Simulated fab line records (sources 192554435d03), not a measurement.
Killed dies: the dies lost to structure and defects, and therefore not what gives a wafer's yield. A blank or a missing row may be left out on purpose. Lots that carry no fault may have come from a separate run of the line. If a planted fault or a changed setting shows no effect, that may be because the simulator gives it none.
fab line records + flow n5_finfet + part 1 of 2: steps 1 to 27 of 32
[record]
- lots = 5
- wafers = 15
- last_day = 15
route steps=1938 shown MOL_CONTACT_COAG@547
lots untouched by any fault: they come from a run of this same line in which no faults occurred
start_h: start of the lot's first displayed wafer, in hours after the record's first day + wait_h: time in hours since the lot's previous step + " identical to the entry in the row above + L1.1+2: one row covering several wafers at once + - no value, or no start given + * or withheld: withheld + < > ~ a bound
route shown NAME@n: a module of which the file shows steps, and the number in the route of the first + usual: average and standard deviation across the fault-free wafers + same: alike in all rows + chamber/n: place in a boat + sites: per-site readings + _std_site: their standard deviation + _edge_site: the outer-site mean with the inner-site mean subtracted + radius_mm: for every site, how far away it sits from the centre of the wafer + mask NAME#n: copy n + behind: tool/chamber where the wafer was last shaped + hold: what put the lot on hold/how long, in hours/how the hold closed + device: which transistor (n, p or np) failed to switch + end of line: tests of these same wafers at the route's end + for a step that has no rows: nothing shown but its recipe + killed: dies lost to structure and defects at the first sort, not the wafer's yield + map: shows each die of a wafer: x if killed, . if not, _ if none is there
set.NAME: the run value of the setting; set.NAME@STEP: its run value at that earlier step + model.NAME: the simulator's own value behind a step, which no gauge read
certain route steps with their lots: each step a table, each wafer a row
services: a tool's chamber out of use, with start hour (start_h, from the record's first day; less than 0 if before it), hours out, and reason
[[steps]]
[step N5_MOL_CONTACT_COAG_SPUTTER_143]
[recipe]
- material = Co
- target_thk_a = 25
- temp_c = 25
- chamber_pressure_pa = 0.2
[usual]
- throttle_valve_pct = 29.7/1.1
| lot.wafer | tool           | chamber | start_h | wait_h | throttle_valve_pct |
|-----------|----------------|---------|---------|--------|--------------------|
| L074.2    | pvd_sputter-03 | -       | 92.54   | 0.0    | 29.0               |
| L074.3    | "              | -       | "       | "      | 31.4               |
| L074.6    | "              | -       | "       | "      | 30.4               |
| L081.1    | pvd_sputter-02 | -       | 135.54  | 0.0    | 31.1               |
| L081.2    | "              | -       | "       | "      | 29.7               |
| L081.5    | "              | -       | "       | "      | 30.8               |
| L083.1    | pvd_sputter-02 | -       | 145.31  | 0.0    | 29.8               |
| L083.3    | "              | -       | "       | "      | 27.3               |
| L083.6    | "              | -       | "       | "      | 31.0               |
| L084.2    | pvd_sputter-01 | -       | 151.77  | 0.0    | 29.4               |
| L084.3    | "              | -       | "       | "      | 27.9               |
| L084.4    | "              | -       | "       | "      | 30.8               |
| L087.1    | pvd_sputter-02 | -       | 167.78  | 0.0    | 30.1               |
| L087.3    | "              | -       | "       | "      | 31.2               |
| L087.5    | "              | -       | "       | "      | 29.6               |
[step N5_MOL_CONTACT_COAG_CO_FILL_22]
[recipe]
- material = Co
- target_thk_a = 200
- temp_c = 200
- precursor = CCTBA/H2
- pressure_torr = 30
[usual]
- heater_power_w = 254/27
| lot.wafer | tool      | chamber | start_h | wait_h | heater_power_w |
|-----------|-----------|---------|---------|--------|----------------|
| L074.2    | cvd_co-01 | 0       | 92.66   | 0.1    | 211            |
| L074.3    | "         | 1       | "       | "      | 242            |
| L074.6    | "         | 2       | "       | "      | 229            |
| L081.1    | cvd_co-01 | 2       | 135.66  | 0.1    | 227            |
| L081.2    | "         | 0       | "       | "      | 210            |
| L081.5    | "         | 1       | "       | "      | 238            |
| L083.1    | cvd_co-02 | 2       | 145.43  | 0.1    | 295            |
| L083.3    | "         | 1       | "       | "      | 261            |
| L083.6    | "         | 0       | "       | "      | 267            |
| L084.2    | cvd_co-01 | 0       | 151.89  | 0.1    | 205            |
| L084.3    | "         | 1       | "       | "      | 238            |
| L084.4    | "         | 1       | "       | "      | 238            |
| L087.1    | cvd_co-01 | 1       | 167.91  | 0.1    | 235            |
| L087.3    | "         | 2       | "       | "      | 236            |
| L087.5    | "         | 2       | "       | "      | 233            |
[step N5_MOL_CONTACT_COAG_ANNEAL_113]
[recipe]
- temp_c = 400
- time_s = 300
- ambient = H2/N2
[usual]
- lamp_power_pct = 2.79/0.22
- wafer_temp_C_max = 401.5/0.48
| lot.wafer | tool          | chamber | start_h | wait_h | lamp_power_pct | wafer_temp_C_max |
|-----------|---------------|---------|---------|--------|----------------|------------------|
| L074.2    | rtp_anneal-02 | 0       | 93.45   | 0.5    | 2.97           | 401.8            |
| L074.3    | "             | 0       | "       | "      | 2.98           | 401.7            |
| L074.6    | "             | 0       | "       | "      | 2.98           | 401.2            |
| L081.1    | rtp_anneal-02 | 0       | 136.48  | 0.5    | 2.97           | 401.4            |
| L081.2    | "             | 0       | "       | "      | 2.98           | 401.7            |
| L081.5    | "             | 0       | "       | "      | 2.98           | 401.6            |
| L083.1    | rtp_anneal-02 | 0       | 146.27  | 0.6    | 2.98           | 402.7            |
| L083.3    | "             | 0       | "       | "      | 2.98           | 401.7            |
| L083.6    | "             | 0       | "       | "      | 2.98           | 401.8            |
| L084.2    | rtp_anneal-01 | 0       | 152.66  | 0.5    | 2.53           | 401.1            |
| L084.3    | "             | 0       | "       | "      | 2.53           | 401.3            |
| L084.4    | "             | 0       | "       | "      | 2.53           | 401.0            |
| L087.1    | rtp_anneal-02 | 0       | 168.52  | 0.3    | 2.98           | 402.0            |
| L087.3    | "             | 0       | "       | "      | 2.98           | 401.3            |
| L087.5    | "             | 0       | "       | "      | 2.98           | 402.2            |
[step N5_MOL_CONTACT_COAG_PRE_CLEAN_142]
[recipe]
- gas = H2/He
- time_s = 60
- temp_c = 300
[usual]
- heater_power_w = 473/53
| lot.wafer | tool           | chamber | start_h | wait_h | heater_power_w |
|-----------|----------------|---------|---------|--------|----------------|
| L074.2    | pvd_sputter-03 | -       | 95.77   | 2.2    | 466            |
| L074.3    | "              | -       | "       | "      | 395            |
| L074.6    | "              | -       | "       | "      | 469            |
| L081.1    | pvd_sputter-03 | -       | 138.90  | 2.3    | 395            |
| L081.2    | "              | -       | "       | "      | 559            |
| L081.5    | "              | -       | "       | "      | 549            |
| L083.1    | pvd_sputter-02 | -       | 148.39  | 2.0    | 408            |
| L083.3    | "              | -       | "       | "      | 422            |
| L083.6    | "              | -       | "       | "      | 526            |
| L084.2    | pvd_sputter-03 | -       | 154.93  | 2.1    | 558            |
| L084.3    | "              | -       | "       | "      | 483            |
| L084.4    | "              | -       | "       | "      | 418            |
| L087.1    | pvd_sputter-01 | -       | 170.96  | 2.3    | 466            |
| L087.3    | "              | -       | "       | "      | 456            |
| L087.5    | "              | -       | "       | "      | 462            |
[step N5_MOL_CONTACT_COAG_SPUTTER_130]
[recipe]
- material = Co
- target_thk_a = 475
- temp_c = 25
- chamber_pressure_pa = 0.5
- power_w = 3000
[usual]
- throttle_valve_pct = 29.6/1.1
| lot.wafer | tool           | chamber | start_h | wait_h | throttle_valve_pct |
|-----------|----------------|---------|---------|--------|--------------------|
| L074.2    | pvd_sputter-03 | -       | 95.83   | 0.0    | 28.7               |
| L074.3    | "              | -       | "       | "      | 29.2               |
| L074.6    | "              | -       | "       | "      | 28.7               |
| L081.1    | pvd_sputter-03 | -       | 138.96  | 0.0    | 29.1               |
| L081.2    | "              | -       | "       | "      | 30.7               |
| L081.5    | "              | -       | "       | "      | 30.4               |
| L083.1    | pvd_sputter-02 | -       | 148.45  | 0.0    | 30.0               |
| L083.3    | "              | -       | "       | "      | 29.8               |
| L083.6    | "              | -       | "       | "      | 27.2               |
| L084.2    | pvd_sputter-03 | -       | 154.99  | 0.0    | 30.6               |
| L084.3    | "              | -       | "       | "      | 28.8               |
| L084.4    | "              | -       | "       | "      | 29.1               |
| L087.1    | pvd_sputter-01 | -       | 171.02  | 0.0    | 29.5               |
| L087.3    | "              | -       | "       | "      | 27.9               |
| L087.5    | "              | -       | "       | "      | 27.5               |
[step N5_MOL_CONTACT_COAG_PRECLEAN_125]
[recipe]
- chemistry = DIW
- time_s = 57.5
- temp_c = 23
| lot.wafer  | tool         | chamber | start_h | wait_h |
|------------|--------------|---------|---------|--------|
| L074.2+3+6 | wet_bench-06 | 7,6,2   | 95.96   | 0.1    |
| L081.1+2+5 | wet_bench-06 | 3,5,1   | 139.09  | 0.1    |
| L083.1+3+6 | wet_bench-02 | 4,5,2   | 148.59  | 0.1    |
| L084.2+3+4 | wet_bench-03 | 1,3,6   | 155.12  | 0.1    |
| L087.1+3+5 | wet_bench-03 | 2,5,6   | 171.15  | 0.1    |
[step N5_MOL_CONTACT_COAG_SRD_126]
[recipe]
- dry_time_s = 32
- dry = n2_spin
- spin_rpm = 1500
[usual]
- spin_rpm = 1499.9/0.85
| lot.wafer | tool         | chamber | start_h | wait_h | spin_rpm |
|-----------|--------------|---------|---------|--------|----------|
| L074.2    | wet_bench-06 | 7       | 95.98   | 0.0    | 1500.6   |
| L074.3    | "            | 6       | "       | "      | 1499.0   |
| L074.6    | "            | 2       | "       | "      | 1500.5   |
| L081.1    | wet_bench-06 | 3       | 139.11  | 0.0    | 1499.9   |
| L081.2    | "            | 5       | "       | "      | 1499.8   |
| L081.5    | "            | 1       | "       | "      | 1499.7   |
| L083.1    | wet_bench-02 | 4       | 148.61  | 0.0    | 1498.9   |
| L083.3    | "            | 5       | "       | "      | 1499.2   |
| L083.6    | "            | 2       | "       | "      | 1500.1   |
| L084.2    | wet_bench-03 | 1       | 155.14  | 0.0    | 1500.2   |
| L084.3    | "            | 3       | "       | "      | 1500.5   |
| L084.4    | "            | 6       | "       | "      | 1500.4   |
| L087.1    | wet_bench-03 | 2       | 171.17  | 0.0    | 1500.3   |
| L087.3    | "            | 5       | "       | "      | 1500.4   |
| L087.5    | "            | 6       | "       | "      | 1499.6   |
[step N5_MOL_CONTACT_COAG_CMP_23]
[recipe]
- stop_on = SiO2
- t_overpolish_s = 1.5
- post_cmp_clean = cu_alkaline
- down_force_psi = 2
- platen_rpm = 50.289
- pad_velocity_m_s = 1.0006
- target_thk_nm = 0
[usual]
- edge_zone_pressure_frac = 1.001/0.0048
- motor_current_A = 8.1/0.87
- overpolish_run_s = 1.500/0.01
- time_to_endpoint_s = 8.9/2
| lot.wafer | tool   | chamber | start_h | wait_h | edge_zone_pressure_frac | motor_current_A | overpolish_run_s | time_to_endpoint_s |
|-----------|--------|---------|---------|--------|-------------------------|-----------------|------------------|--------------------|
| L074.3    | cmp-04 | 2       | 96.09   | 0.1    | 1.007                   | 9.3             | 1.492            | 9.3                |
| L074.2    | "      | 3       | "       | "      | 1.006                   | 7.8             | 1.474            | 8.4                |
| L074.6    | "      | 0       | "       | "      | 1.002                   | 7.7             | 1.504            | 10.7               |
| L081.2    | cmp-01 | 1       | 139.17  | 0.1    | 0.996                   | 6.4             | 1.490            | 9.6                |
| L081.1    | "      | 2       | "       | "      | 1.003                   | 7.6             | 1.498            | 11.6               |
| L081.5    | "      | 0       | "       | "      | 0.996                   | 6.8             | 1.502            | 10.4               |
| L083.3    | cmp-04 | 0       | 148.75  | 0.1    | 1.009                   | 7.7             | 1.491            | 8.1                |
| L083.1    | "      | 1       | "       | "      | 1.001                   | 7.1             | 1.494            | 5.9                |
| L083.6    | "      | 3       | "       | "      | 1.003                   | 7.5             | 1.518            | 8.1                |
| L084.3    | cmp-03 | 2       | 155.17  | 0.0    | 1.003                   | 8.2             | 1.510            | 9.7                |
| L084.2    | "      | 3       | "       | "      | 1.010                   | 8.2             | 1.499            | 8.4                |
| L084.4    | "      | 0       | "       | "      | 1.003                   | 8.8             | 1.506            | 9.4                |
| L087.1    | cmp-03 | 2       | 171.36  | 0.2    | 1.001                   | 8.5             | 1.509            | 9.9                |
| L087.3    | "      | 0       | "       | "      | 0.997                   | 8.9             | 1.481            | 10.6               |
| L087.5    | "      | 1       | "       | "      | 1.002                   | 8.7             | 1.500            | 9.0                |
[step N5_MOL_CONTACT_COAG_WET_ETCH_26]
[recipe]
- target = Co
- target_depth_nm = 13
| lot.wafer  | tool         | chamber | start_h | wait_h |
|------------|--------------|---------|---------|--------|
| L074.2+3+6 | wet_bench-03 | 1,0,7   | 96.36   | 0.0    |
| L081.1+2+5 | wet_bench-02 | 1,0,6   | 139.49  | 0.0    |
| L083.1+3+6 | wet_bench-03 | 0,5,4   | 149.31  | 0.3    |
| L084.2+3+4 | wet_bench-03 | 0,2,3   | 155.52  | 0.0    |
| L087.1+3+5 | wet_bench-03 | 1,5,2   | 171.69  | 0.0    |
[step N5_MOL_CONTACT_COAG_WET_ETCH_116]
[recipe]
- chemistry = SC1-inhibited
- target_depth_nm = 4.6
- dry = ipa_marangoni
- rinse_time_s = 30
- rinse_temp_c = 23
[usual]
- rinse_temp_c = 22.99/0.1
| lot.wafer | tool         | chamber | start_h | wait_h | rinse_temp_c |
|-----------|--------------|---------|---------|--------|--------------|
| L074.2    | wet_bench-03 | 1       | 96.51   | 0.0    | 23.08        |
| L074.3    | "            | 0       | "       | "      | 23.04        |
| L074.6    | "            | 7       | "       | "      | 22.91        |
| L081.1    | wet_bench-02 | 1       | 139.64  | 0.0    | 23.07        |
| L081.2    | "            | 0       | "       | "      | 23.04        |
| L081.5    | "            | 6       | "       | "      | 23.18        |
| L083.1    | wet_bench-03 | 0       | 149.46  | 0.0    | 22.92        |
| L083.3    | "            | 5       | "       | "      | 22.87        |
| L083.6    | "            | 4       | "       | "      | 22.85        |
| L084.2    | wet_bench-03 | 0       | 155.67  | 0.0    | 22.98        |
| L084.3    | "            | 2       | "       | "      | 22.90        |
| L084.4    | "            | 3       | "       | "      | 23.01        |
| L087.1    | wet_bench-03 | 1       | 171.84  | 0.0    | 23.09        |
| L087.3    | "            | 5       | "       | "      | 22.87        |
| L087.5    | "            | 2       | "       | "      | 22.85        |
[step N5_MOL_CONTACT_COAG_ALD_27]
[recipe]
- material = SiOC
- target_thk_a = 170
- temp_c = 400
- ald_precursor_family = carbosiloxane
- ald_co_reactant = H2-plasma
- pulse_time_s = 1.5
- time_s = 2720
- purge_time_s = 2
- co_reactant_purge_time_s = 2
- ald_cycles = 340
- pressure_torr = 2
[usual]
- heater_power_w = 869/91
- precursor_pulse_height_rel = 0.998/0.02
| lot.wafer | tool       | chamber | start_h | wait_h | heater_power_w | precursor_pulse_height_rel |
|-----------|------------|---------|---------|--------|----------------|----------------------------|
| L074.2    | ald_sin-02 | 2       | 97.21   | 0.4    | 857            | 0.989                      |
| L074.3    | "          | 3       | "       | "      | 966            | 0.994                      |
| L074.6    | "          | 1       | "       | "      | 776            | 1.012                      |
| L081.1    | ald_sin-04 | 0       | 139.96  | 0.0    | 816            | 1.015                      |
| L081.2    | "          | 1       | "       | "      | 925            | 1.020                      |
| L081.5    | "          | 0       | "       | "      | 824            | 1.032                      |
| L083.1    | ald_sin-03 | 1       | 150.47  | 0.7    | 1010           | 0.985                      |
| L083.3    | "          | 3       | "       | "      | 885            | 0.974                      |
| L083.6    | "          | 1       | "       | "      | 1016           | 1.003                      |
| L084.2    | ald_sin-02 | 2       | 155.99  | 0.0    | 842            | 1.037                      |
| L084.3    | "          | 3       | "       | "      | 1008           | 1.020                      |
| L084.4    | "          | 1       | "       | "      | 762            | 0.966                      |
| L087.1    | ald_sin-02 | 3       | 172.46  | 0.3    | 991            | 0.968                      |
| L087.3    | "          | 1       | "       | "      | 770            | 0.988                      |
| L087.5    | "          | 3       | "       | "      | 1023           | 1.008                      |
[step N5_MOL_CONTACT_COAG_CMP_28]
[recipe]
- stop_on = SiNx
- t_overpolish_s = 0.85
- post_cmp_clean = alkaline_brush
- down_force_psi = 4.15
- platen_rpm = 51.8
- pad_velocity_m_s = 1.0307
- target_thk_nm = 14.522
[usual]
- edge_zone_pressure_frac = 1.000/0.0049
- motor_current_A = 12.0/1.5
- time_to_endpoint_s = 4.3/1.7
| lot.wafer | tool   | chamber | start_h | wait_h | edge_zone_pressure_frac | motor_current_A | time_to_endpoint_s |
|-----------|--------|---------|---------|--------|-------------------------|-----------------|--------------------|
| L074.3    | cmp-01 | 0       | 98.85   | 0.9    | 1.002                   | 10.8            | 4.3                |
| L074.2    | "      | 1       | "       | "      | 1.007                   | 10.4            | 5.4                |
| L074.6    | "      | 3       | "       | "      | 1.000                   | 13.8            | 7.2                |
| L081.1    | cmp-01 | 3       | 141.56  | 0.8    | 0.998                   | 14.4            | 6.4                |
| L081.2    | "      | 1       | "       | "      | 0.995                   | 9.8             | 1.5                |
| L081.5    | "      | 2       | "       | "      | 0.999                   | 12.1            | 6.5                |
| L083.1    | cmp-04 | 3       | 152.12  | 0.9    | 0.996                   | 11.7            | 3.8                |
| L083.3    | "      | 0       | "       | "      | 1.003                   | 11.7            | 3.5                |
| L083.6    | "      | 2       | "       | "      | 0.993                   | 15.3            | 2.9                |
| L084.4    | cmp-01 | 1       | 157.56  | 0.8    | 1.000                   | 9.6             | 1.5                |
| L084.3    | "      | 3       | "       | "      | 1.000                   | 13.6            | 6.5                |
| L084.2    | "      | 0       | "       | "      | 1.015                   | 10.2            | 2.6                |
| L087.3    | cmp-03 | 2       | 174.03  | 0.8    | 1.009                   | 13.2            | 4.6                |
| L087.1    | "      | 0       | "       | "      | 1.002                   | 13.7            | 4.5                |
| L087.5    | "      | 3       | "       | "      | 1.003                   | 11.7            | 5.0                |
[step N5_MOL_CONTACT_COAG_THK_MEAS_29]
[recipe]
- reads = SiNx_of_GATE_CUT_PECVD_57+SiNx_of_GATE_CUT_SAC_CAP_01
[usual]
- MD_CAP_THK = 17.90/0.077
| lot.wafer | tool          | chamber | start_h | wait_h | MD_CAP_THK[nm] |
|-----------|---------------|---------|---------|--------|----------------|
| L074.2    | film_metro-01 | -       | 99.07   | -      | 18.02          |
| L074.3    | "             | -       | "       | "      | 17.93          |
| L074.6    | "             | -       | "       | "      | 18.02          |
| L081.1    | film_metro-02 | -       | 141.82  | -      | 17.80          |
| L081.2    | "             | -       | "       | "      | 17.81          |
| L081.5    | "             | -       | "       | "      | 17.80          |
| L083.1    | film_metro-02 | -       | 152.34  | -      | 17.91          |
| L083.3    | "             | -       | "       | "      | 17.84          |
| L083.6    | "             | -       | "       | "      | 17.88          |
| L084.2    | film_metro-02 | -       | 157.85  | -      | 17.86          |
| L084.3    | "             | -       | "       | "      | 17.78          |
| L084.4    | "             | -       | "       | "      | 17.95          |
| L087.1    | film_metro-02 | -       | 174.32  | -      | 17.85          |
| L087.3    | "             | -       | "       | "      | 18.00          |
| L087.5    | "             | -       | "       | "      | 17.97          |
[step N5_MOL_CONTACT_COAG_ALD_123]
[recipe]
- material = SiNx
- target_thk_a = 50
- temp_c = 400
- ald_precursor_family = SiH2I2
- ald_co_reactant = N2/H2-plasma
- pulse_time_s = 1
- purge_time_s = 2
- co_reactant_purge_time_s = 2
- ald_cycles = 100
- pressure_torr = 2
[usual]
- heater_power_w = 857/86
- precursor_pulse_height_rel = 0.998/0.018
| lot.wafer | tool       | chamber | start_h | wait_h | heater_power_w | precursor_pulse_height_rel |
|-----------|------------|---------|---------|--------|----------------|----------------------------|
| L074.2    | ald_sin-02 | 1       | 99.87   | 0.8    | 771            | 1.005                      |
| L074.3    | "          | 2       | "       | "      | 844            | 1.015                      |
| L074.6    | "          | 0       | "       | "      | 828            | 0.991                      |
| L081.1    | ald_sin-04 | 3       | 141.86  | 0.0    | 710            | 1.008                      |
| L081.2    | "          | 0       | "       | "      | 816            | 1.023                      |
| L081.5    | "          | 1       | "       | "      | 930            | 0.986                      |
| L083.1    | ald_sin-02 | 0       | 152.46  | 0.1    | 824            | 1.020                      |
| L083.3    | "          | 2       | "       | "      | 865            | 0.984                      |
| L083.6    | "          | 1       | "       | "      | 779            | 1.026                      |
| L084.2    | ald_sin-04 | 0       | 157.89  | 0.0    | 815            | 0.956                      |
| L084.3    | "          | 1       | "       | "      | 952            | 0.974                      |
| L084.4    | "          | 3       | "       | "      | 690            | 1.010                      |
| L087.1    | ald_sin-02 | 0       | 174.36  | 0.0    | 828            | 0.984                      |
| L087.3    | "          | 3       | "       | "      | 1025           | 0.981                      |
| L087.5    | "          | 1       | "       | "      | 754            | 1.000                      |
[step N5_MOL_CONTACT_COAG_PECVD_31]
[recipe]
- material = SiO2
- target_thk_a = 460
- temp_c = 400
- precursor = TEOS/O2
- pressure_torr = 6.5
- rf_w = withheld
- teos_flow_sccm = withheld
- gas = O2
- flow_sccm = 2650
- time_s = 8.9
| lot.wafer  | tool     | chamber | start_h | wait_h |
|------------|----------|---------|---------|--------|
| L074.2+3+6 | pecvd-01 | 1,0,2   | 100.38  | 0.3    |
| L081.1+2+5 | pecvd-02 | 2,1,0   | 142.36  | 0.3    |
| L083.1+3+6 | pecvd-02 | 1,2,0   | 152.96  | 0.3    |
| L084.2+3+4 | pecvd-02 | 2,1,2   | 158.39  | 0.3    |
| L087.1+3+5 | pecvd-03 | 1,0,1   | 174.86  | 0.3    |
[step N5_MOL_CONTACT_COAG_COAT_75]
[recipe]
- resist = SOC
- temp_c = 250
- time_s = 60
- spin_rpm = 1500
- resist_thk_nm = 60
| lot.wafer  | tool           | chamber | start_h | wait_h |
|------------|----------------|---------|---------|--------|
| L074.2+3+6 | litho_track-01 | 0       | 100.43  | 0.0    |
| L081.1+2+5 | litho_track-01 | 0       | 142.42  | 0.0    |
| L083.1+3+6 | litho_track-02 | 0       | 153.02  | 0.0    |
| L084.2+3+4 | litho_track-01 | 0       | 158.45  | 0.0    |
| L087.1+3+5 | litho_track-04 | 0       | 174.92  | 0.0    |
[step N5_MOL_CONTACT_COAG_COAT_76]
[recipe]
- resist = SiARC
- temp_c = 220
- time_s = 60
- spin_rpm = 1500
- resist_thk_nm = 10
| lot.wafer  | tool           | chamber | start_h | wait_h |
|------------|----------------|---------|---------|--------|
| L074.2+3+6 | litho_track-01 | 0       | -       | -      |
| L081.1+2+5 | litho_track-01 | 0       | -       | -      |
| L083.1+3+6 | litho_track-02 | 0       | -       | -      |
| L084.2+3+4 | litho_track-01 | 0       | -       | -      |
| L087.1+3+5 | litho_track-04 | 0       | -       | -      |
[step N5_MOL_CONTACT_COAG_COAT_77]
[recipe]
- resist = underlayer
- temp_c = 205
- time_s = 60
- spin_rpm = 1500
- resist_thk_nm = 10
| lot.wafer  | tool           | chamber | start_h | wait_h |
|------------|----------------|---------|---------|--------|
| L074.2+3+6 | litho_track-01 | 0       | -       | -      |
| L081.1+2+5 | litho_track-01 | 0       | -       | -      |
| L083.1+3+6 | litho_track-02 | 0       | -       | -      |
| L084.2+3+4 | litho_track-01 | 0       | -       | -      |
| L087.1+3+5 | litho_track-04 | 0       | -       | -      |
[step N5_MOL_CONTACT_COAG_COAT_78]
[recipe]
- resist = CAR-EUV
- spin_rpm = 1500
- resist_thk_nm = 40
| lot.wafer  | tool           | chamber | start_h | wait_h |
|------------|----------------|---------|---------|--------|
| L074.2+3+6 | litho_track-01 | 0       | -       | -      |
| L081.1+2+5 | litho_track-01 | 0       | -       | -      |
| L083.1+3+6 | litho_track-02 | 0       | -       | -      |
| L084.2+3+4 | litho_track-01 | 0       | -       | -      |
| L087.1+3+5 | litho_track-04 | 0       | -       | -      |
[step N5_MOL_CONTACT_COAG_EBR_80]
[recipe]
- solvent = PGMEA
- ebr_width_mm = 1.5
| lot.wafer  | tool           | chamber | start_h | wait_h |
|------------|----------------|---------|---------|--------|
| L074.2+3+6 | litho_track-01 | 0       | -       | -      |
| L081.1+2+5 | litho_track-01 | 0       | -       | -      |
| L083.1+3+6 | litho_track-02 | 0       | -       | -      |
| L084.2+3+4 | litho_track-01 | 0       | -       | -      |
| L087.1+3+5 | litho_track-04 | 0       | -       | -      |
[step N5_MOL_CONTACT_COAG_SOFTBAKE_79]
[recipe]
- temp_c = 110
- time_s = 60
- resist = CAR-EUV
| lot.wafer  | tool           | chamber | start_h | wait_h |
|------------|----------------|---------|---------|--------|
| L074.2+3+6 | litho_track-01 | 0       | -       | -      |
| L081.1+2+5 | litho_track-01 | 0       | -       | -      |
| L083.1+3+6 | litho_track-02 | 0       | -       | -      |
| L084.2+3+4 | litho_track-01 | 0       | -       | -      |
| L087.1+3+5 | litho_track-04 | 0       | -       | -      |
[step N5_MOL_CONTACT_COAG_EXPOSE_81]
[recipe]
- mask_id = VG
- na = 0.33
- source_shape = annular
- sigma_inner = 0.3
- sigma_outer = 0.7
- polarization = unpolarized
- defocus_nm = 0
- dose_mj = 59.5
[usual]
- reticle_temp_C = 23.03/0.095
| lot.wafer | tool           | chamber | start_h | wait_h | mask | reticle_temp_C |
|-----------|----------------|---------|---------|--------|------|----------------|
| L074.2    | euv_scanner-02 | 0       | 100.73  | -      | VG#0 | 23.03          |
| L074.3    | "              | 0       | "       | "      | VG#0 | 23.15          |
| L074.6    | "              | 0       | "       | "      | VG#0 | 23.08          |
| L081.1    | euv_scanner-01 | 0       | 142.68  | -      | VG#0 | 22.99          |
| L081.2    | "              | 0       | "       | "      | VG#0 | 23.05          |
| L081.5    | "              | 0       | "       | "      | VG#0 | 23.05          |
| L083.1    | euv_scanner-01 | 0       | 153.15  | -      | VG#0 | 23.02          |
| L083.3    | "              | 0       | "       | "      | VG#0 | 23.07          |
| L083.6    | "              | 0       | "       | "      | VG#0 | 23.27          |
| L084.2    | euv_scanner-01 | 0       | 158.60  | -      | VG#0 | 23.03          |
| L084.3    | "              | 0       | "       | "      | VG#0 | 23.02          |
| L084.4    | "              | 0       | "       | "      | VG#0 | 22.97          |
| L087.1    | euv_scanner-02 | 0       | 175.18  | -      | VG#0 | 23.04          |
| L087.3    | "              | 0       | "       | "      | VG#0 | 23.14          |
| L087.5    | "              | 0       | "       | "      | VG#0 | 23.07          |
[step N5_MOL_CONTACT_COAG_PEB_82]
[recipe]
- peb_temp_c = 100
- peb_time_s = 60
- resist = CAR-EUV
[same]
- peb_time_s = 60
| lot.wafer  | tool           | chamber | start_h | wait_h |
|------------|----------------|---------|---------|--------|
| L074.2+3+6 | litho_track-02 | 0       | 100.80  | 0.1    |
| L081.1+2+5 | litho_track-04 | 0       | 142.75  | 0.1    |
| L083.1+3+6 | litho_track-02 | 0       | 153.23  | 0.1    |
| L084.2+3+4 | litho_track-01 | 0       | 158.66  | 0.1    |
| L087.1+3+5 | litho_track-04 | 0       | 175.26  | 0.1    |
[step N5_MOL_CONTACT_COAG_DEVELOP_83]
[recipe]
- develop_time_s = 30
- developer = TMAH
- resist = CAR-EUV
- rinse_liquid = surfactant_rinse
- dry = air_spin
- dev_temp_c = 23
| lot.wafer  | tool           | chamber | start_h | wait_h |
|------------|----------------|---------|---------|--------|
| L074.2+3+6 | litho_track-02 | 0       | -       | -      |
| L081.1+2+5 | litho_track-04 | 0       | -       | -      |
| L083.1+3+6 | litho_track-02 | 0       | -       | -      |
| L084.2+3+4 | litho_track-01 | 0       | -       | -      |
| L087.1+3+5 | litho_track-04 | 0       | -       | -      |
[step N5_MOL_CONTACT_COAG_CD_MEAS_84]
[recipe]
- target_cd_nm = 25.1
- landing_energy_ev = 500
- detector = se_inlens
- polarity = opening
[usual]
- cd_nm = 25.07/0.23
| lot.wafer | tool      | chamber | start_h | wait_h | cd_nm |
|-----------|-----------|---------|---------|--------|-------|
| L074.2    | cd_sem-02 | 0       | 100.87  | -      | 25.12 |
| L074.3    | "         | 0       | "       | "      | 24.91 |
| L074.6    | "         | 0       | "       | "      | 25.23 |
| L081.1    | cd_sem-02 | 0       | 142.82  | -      | 25.41 |
| L081.2    | "         | 0       | "       | "      | 25.00 |
| L081.5    | "         | 0       | "       | "      | 25.11 |
| L083.1    | cd_sem-03 | 0       | 153.30  | -      | 25.06 |
| L083.3    | "         | 0       | "       | "      | 25.04 |
| L083.6    | "         | 0       | "       | "      | 25.06 |
| L084.2    | cd_sem-01 | 0       | 158.73  | -      | 25.45 |
| L084.3    | "         | 0       | "       | "      | 25.30 |
| L084.4    | "         | 0       | "       | "      | 25.24 |
| L087.1    | cd_sem-01 | 0       | 175.32  | -      | 24.57 |
| L087.3    | "         | 0       | "       | "      | 25.00 |
| L087.5    | "         | 0       | "       | "      | 25.08 |
[step N5_MOL_CONTACT_COAG_OVL_MEAS_85]
[recipe]
- points_per_wafer = 522
[usual]
- VG_OVL = -0.2/0.82
| lot.wafer | tool       | chamber | start_h | wait_h | VG_OVL[nm] |
|-----------|------------|---------|---------|--------|------------|
| L074.2    | overlay-01 | 0       | 100.90  | 0.0    | -0.3       |
| L074.3    | "          | 0       | "       | "      | -0.7       |
| L074.6    | "          | 0       | "       | "      | -0.5       |
| L081.1    | overlay-02 | 0       | 142.85  | 0.0    | 0.2        |
| L081.2    | "          | 0       | "       | "      | 0.9        |
| L081.5    | "          | 0       | "       | "      | 0.4        |
| L083.1    | overlay-02 | 0       | 153.35  | 0.1    | 0.2        |
| L083.3    | "          | 0       | "       | "      | -0.1       |
| L083.6    | "          | 0       | "       | "      | -1.0       |
| L084.2    | overlay-02 | 0       | 158.77  | 0.0    | -0.1       |
| L084.3    | "          | 0       | "       | "      | 0.4        |
| L084.4    | "          | 0       | "       | "      | 0.0        |
| L087.1    | overlay-02 | 0       | 175.35  | 0.0    | 0.4        |
| L087.3    | "          | 0       | "       | "      | -0.7       |
| L087.5    | "          | 0       | "       | "      | 0.2        |
[step N5_MOL_CONTACT_COAG_INSPECT_57]
[recipe]
- mode = adi
- inspect_instrument = brightfield
[usual]
- raw_defect_count = 196/43
| lot.wafer | tool              | chamber | start_h | wait_h | raw_defect_count |
|-----------|-------------------|---------|---------|--------|------------------|
| L074.2    | defect_inspect-01 | -       | 100.95  | 0.0    | 238              |
| L074.3    | "                 | -       | "       | "      | 245              |
| L074.6    | "                 | -       | "       | "      | 188              |
| L081.1    | defect_inspect-01 | -       | 142.91  | 0.1    | 171              |
| L081.2    | "                 | -       | "       | "      | 128              |
| L081.5    | "                 | -       | "       | "      | 147              |
| L083.1    | defect_inspect-01 | -       | 153.41  | 0.1    | 226              |
| L083.3    | "                 | -       | "       | "      | 176              |
| L083.6    | "                 | -       | "       | "      | 156              |
| L084.2    | defect_inspect-01 | -       | 158.82  | 0.0    | 191              |
| L084.3    | "                 | -       | "       | "      | 137              |
| L084.4    | "                 | -       | "       | "      | 143              |
| L087.1    | defect_inspect-01 | -       | 175.41  | 0.1    | 158              |
| L087.3    | "                 | -       | "       | "      | 213              |
| L087.5    | "                 | -       | "       | "      | 200              |
